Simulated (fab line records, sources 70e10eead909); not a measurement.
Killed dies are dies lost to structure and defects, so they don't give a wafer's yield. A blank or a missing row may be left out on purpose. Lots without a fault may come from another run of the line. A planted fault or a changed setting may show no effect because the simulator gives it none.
Problem report in the 8D (eight disciplines) form, filled by code | flow nand_harc | the parts of the form that need people (team, actions taken, sign-off) are left out

1. THE PROBLEM
oes_product_au at NHARC_A_CHANNEL_FILL_D1_ETCHBACK_19 reads a mean of 0.750 a.u. on 2 wafers of 2 lots; wafers without a fault read 1.000 a.u. with a standard deviation of 0.0074. That is -34 standard deviations from the usual mean.
The step: etches the open film in HBr/Cl2, target depth 5 nm, time 1.7 s.
First seen on wafer L160.4, day 16 22:40, on rie_si-03. The record holds 42 wafers of 14 lots with a number at this step. Rule for "out", or "out of limits": more than 4 standard deviations from the usual mean. The other wafers with a number count as sound.

2. WHAT IT IS AND WHAT IT IS NOT
question                    | is                | is not
which readings at this step | oes_product_au    | bias_w, drypump_motor_current_A, throttle_valve_pct
which lots                  | L160, L162        | L143, L144, L145, L146, L147, L148, L150, L151, L152, L164, L165, L166
which wafers of those lots  | L160.4, L162.1    | L160.2, L160.3, L162.3, L162.5
read on which tools         | rie_si-03         | rie_si-04, rie_si-06
when                        | from day 16 22:40 | up to then (29 sound wafers); but 11 sound wafers of L162, L164, L165, L166 came after

3. SUSPECTS, AND WHAT RULES EACH OUT
Counting: a tool at a process step up to the reading stays a suspect if it ran every lot that is out. Sound lots after the first of them don't rule it out here, since some wafers of a struck lot are sound.
- rie_si-03 at NHARC_A_CHANNEL_FILL_D1_ETCHBACK_19 (etches the open film in HBr/Cl2, target depth 5 nm, time 1.7 s): kept. It ran every lot that is out, first L160 (day 16 22:40); its last sound lot up to then is L151 (day 13 11:05). Its own readings are out on those wafers: oes_product_au.
- Within rie_si-03 at NHARC_A_CHANNEL_FILL_D1_ETCHBACK_19: the wafers that are out ran in chambers 1, 3; their sound lot-mates ran in chambers 0, 2.
Left after counting: rie_si-03 at NHARC_A_CHANNEL_FILL_D1_ETCHBACK_19.

4. THE CAUSE (what the simulator had put in)
Process parameter drift: rie_si-03, from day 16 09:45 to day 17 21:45, at NHARC_A_CHANNEL_FILL_D1_ETCHBACK_19. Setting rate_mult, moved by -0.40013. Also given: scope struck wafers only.
Counting left only this tool.

5. THE CHAIN OF EFFECTS, in route order
Each row: a reading whose mean over the struck wafers that have a number lies more than 3 standard deviations from the usual. Only readings for which the record gives a usual standard deviation are gone through. hours: the time from each lot's start at the first step in this table that gives one to its start at this step, as a median over the lots. sigmas: the change in usual standard deviations.
hours | step                                | reading        | usual      | on struck wafers | change | sigmas
0     | NHARC_A_CHANNEL_FILL_D1_ETCHBACK_19 | oes_product_au | 1.000 a.u. | 0.750            | -0.250 | -34
The process steps in it:
- NHARC_A_CHANNEL_FILL_D1_ETCHBACK_19: etches the open film in HBr/Cl2, target depth 5 nm, time 1.7 s.

6. WHAT WOULD HAVE CAUGHT IT SOONER
In this record the first reading out of limits was taken at day 16 22:40, 13 hours after the fault began at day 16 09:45.
